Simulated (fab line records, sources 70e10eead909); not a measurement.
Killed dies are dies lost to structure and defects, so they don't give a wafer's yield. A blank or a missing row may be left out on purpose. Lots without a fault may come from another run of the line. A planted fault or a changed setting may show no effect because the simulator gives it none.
A struck lot beside a sound one | flow nand_harc | 18 steps out of a route of 1302
Sound: wafers L917.1, L917.4, L917.6. Struck: wafers L922.1, L922.4, L922.5. The cause comes at the end.
At each step with rows: each side's tool, then ch and its chambers, then its first start. Under that, the readings that differ: sound wafers | struck wafers | difference of the means | sigmas: that difference in standard deviations of wafers without a fault.
alike: readings whose means differ by less than 2 such deviations, and words and numbers that are the same on both sides. not compared: withheld readings, readings that some wafer has no value for, bounds like >300 that may hide the same value, and numbers for which the record gives no deviation and whose values overlap.
The two part at a step that has a row with sigmas, a row that says differs or no value, or rows on one side only. Numbers that don't overlap but have no deviation are shown without sigmas and don't part them. A reading that every wafer of one side lacks parts them only if that side has two wafers or more.

NHARC_P_GATE_CD_MEAS_59: target cd 720 nm.
  sound on cd_sem-03 ch 0, day 7 04:11; struck on cd_sem-03 ch 0, day 9 05:12
  alike: cd_nm
then, 1 step without rows for these wafers: NHARC_P_GATE_HARDBAKE_60 (time 80 s).
NHARC_P_GATE_DESCUM_61: chemistry O2, time 3 s.
  sound on rie_diel-07 ch 1,2,3, day 7 04:20; struck on rie_diel-03 ch 0,1,2, day 9 05:22
  alike: drypump_motor_current_A, oes_product_au, rf_vpp_V, showerhead_plenum_p_Torr, throttle_valve_pct
  not compared: rf_hours_counter_h
then, 1 step without rows for these wafers: NHARC_P_GATE_IMPLANT_62.
NHARC_P_GATE_STRIP_112: strips in N2/H2, time 200 s.
  sound on plasma_asher-02 ch 0,1, day 7 04:45; struck on plasma_asher-02 ch 1, day 9 05:48
  alike: drypump_motor_current_A, heater_power_w
  not compared: rf_hours_counter_h
NHARC_P_GATE_STRIP_76: strips in O2.
  sound on plasma_asher-02 ch 0,1, day 7 04:59; struck on plasma_asher-02 ch 1, day 9 06:02
  alike: drypump_motor_current_A, heater_power_w
  not compared: rf_hours_counter_h
then, 6 steps without rows for these wafers: NHARC_P_GATE_STRIP_63 (strips in SPM, time 900 s); NHARC_P_GATE_DEHYDRATE_83 (time 120 s); NHARC_P_GATE_HMDS_84 (time 30 s); NHARC_P_GATE_COAT_85; NHARC_P_GATE_SOFTBAKE_86 (time 95 s); NHARC_P_GATE_EBR_87.
NHARC_P_GATE_EXPOSE_88: exposes mask P HVN, target cd 2000 nm.
  sound on krf_scanner-03 ch 0, day 7 05:44; struck on krf_scanner-03 ch 0, day 9 06:40
  reading | sound                   | struck                  | difference | sigmas
  mask    | P_HVN#0 P_HVN#0 P_HVN#0 | P_PSD#0 P_PSD#0 P_PSD#0 | differs    |
  alike: exposure_dose_mJ_cm2
then, 2 steps without rows for these wafers: NHARC_P_GATE_PEB_89 (peb time 85 s); NHARC_P_GATE_DEVELOP_90 (time 70 s).
NHARC_P_GATE_CD_MEAS_91: target cd 2000 nm.
  sound on cd_sem-01 ch 0, day 7 05:53; struck on cd_sem-02 ch 0, day 9 06:49
  reading    | sound                | struck | difference                    | sigmas
  cd_nm (nm) | 1997.8 2000.7 1998.8 | - - -  | no value on the struck wafers |
then, 1 step without rows for these wafers: NHARC_P_GATE_HARDBAKE_92 (time 80 s).
-- the record jumps here: 19 days lie between the struck wafers' starts before and after (it left off in module P_GATE and takes up again in module END, whose first step shown is number 1302 of the route) --
NHARC_END_SORT_01:
  the record has rows for the struck wafers here (prober-01 ch 0, day 28 11:52) and none for the sound ones

WHERE THEY PART
First at NHARC_P_GATE_EXPOSE_88; last, within this record, at NHARC_END_SORT_01.

WHY: what the simulator had put in
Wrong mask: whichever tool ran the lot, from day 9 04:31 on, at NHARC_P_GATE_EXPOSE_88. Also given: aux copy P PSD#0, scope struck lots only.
